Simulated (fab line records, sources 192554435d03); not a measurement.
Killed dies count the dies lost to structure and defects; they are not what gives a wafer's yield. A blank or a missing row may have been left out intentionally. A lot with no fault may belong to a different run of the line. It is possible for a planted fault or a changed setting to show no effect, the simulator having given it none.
Struck lot and sound lot, side by side :: flow n5 finfet :: 16 out of 1938 route steps
Sound: wafers L336.2, L336.4, L336.5. Struck: wafer L349.5 (left out: L349.6, a lot-mate that was not struck); the cause follows at the end.
For every step that has rows: the tool of each side, followed by ch and its chambers, followed by its first start. Under that, the readings that differ: sound wafers :: struck wafers :: difference of the means :: sigmas: that difference in standard deviations of wafers without a fault.
alike: readings with means less than 2 such deviations apart, plus words and numbers identical on both sides. not compared: withheld readings, readings lacking a value on some wafer, bounds such as >300 that could conceal the same value, and numbers that have no deviation in the record and whose values overlap.
Wherever a step has rows on one side only, a row that says differs or no value, or a row with sigmas, the two part there. Numbers that don't overlap but have no deviation are shown without sigmas and don't part them. A reading missing from all wafers of one side parts the sides only when that side holds two or more wafers.

first, 9 steps without rows for these wafers: N5_BEOL_M4_COAT_61 (time 60 s, resist thk 60 nm); N5_BEOL_M4_COAT_62 (time 60 s, resist thk 12 nm); N5_BEOL_M4_COAT_73 (time 60 s, resist thk 5 nm); N5_BEOL_M4_COAT_05 (resist thk 30 nm); N5_BEOL_M4_EBR_07; N5_BEOL_M4_SOFTBAKE_06 (time 60 s); N5_BEOL_M4_EXPOSE_08 (exposes mask M4); N5_BEOL_M4_PEB_09 (peb time 60 s); N5_BEOL_M4_DEVELOP_10 (develop time 30 s).
N5_BEOL_M4_CD_MEAS_11: target cd 16.79 nm.
  sound on cd sem-02 ch 0, day 9 11:13; struck on cd sem-02 ch 0, day 13 07:49
reading: cd nm (nm)
sound: 16.74 16.66 16.45
struck: 17.15
difference: +0.53
sigmas: +2
N5_BEOL_M4_OVL_MEAS_12:
  sound on overlay-02 ch 0, day 9 11:14; struck on overlay-02 ch 0, day 13 07:52
reading: M4_OVL (nm)
sound: 0.5 1.0 0.8
struck: -0.5
difference: -1.3
sigmas: -2
N5_BEOL_M4_INSPECT_13: inspects for defects (brightfield).
  sound on defect inspect-01 at day 9 11:17; struck on defect inspect-01 at day 13 07:54
  alike: raw defect count
N5_BEOL_M4_DESCUM_16: chemistry O2, time 7 s.
  sound on rie diel-03 ch 1,2,3, day 9 11:20; struck on rie diel-01 ch 3, day 13 07:57
reading: model.CAR-EUV_of_BEOL_M4_COAT_05.thk nm (nm)
sound: 26.2 26 26.2
struck: 25.6
difference: -0.5
sigmas: 
  alike: drypump motor current A, oes product au, rf vpp V, showerhead plenum p Torr, throttle valve pct
  not compared: rf hours counter h
N5_BEOL_M4_ETCH_74: etches underlayer in N2/H2, target depth 6.5 nm, time 5.2 s.
  sound on rie diel-03 ch 1,2,3, day 9 11:22; struck on rie diel-01 ch 3, day 13 07:59
reading: rf vpp V (V)
sound: 525.2 518.8 524.8
struck: 528.3
difference: +5.4
sigmas: +2
  alike: drypump motor current A, etch rf on time s, oes product au, showerhead plenum p Torr, throttle valve pct
  not compared: rf hours counter h
N5_BEOL_M4_RC_MEAS_101:
  sound on prober-02 ch 0, day 9 19:25; struck on prober-02 ch 0, day 13 19:43
  alike: DIBL_N, DIBL_P, IOFF_N, IOFF_P, ION_N, ION_P, SS_N, SS_P, VT_N, VT_P
-- record jumps: 5 days separate the struck wafers' starts on either side; left off in module BEOL_M4, taken up again in module PASSIVATION, whose first shown step is the route's number 1936 --
N5_PASSIVATION_PROBE_49:
  rows exist in the record for the struck wafers here (prober-01, day 18 08:23), but not for the sound ones

WHERE THEY PART
First at N5_BEOL_M4_CD_MEAS_11; last, within this record, at N5_PASSIVATION_PROBE_49.

WHY: the cause the simulator had injected
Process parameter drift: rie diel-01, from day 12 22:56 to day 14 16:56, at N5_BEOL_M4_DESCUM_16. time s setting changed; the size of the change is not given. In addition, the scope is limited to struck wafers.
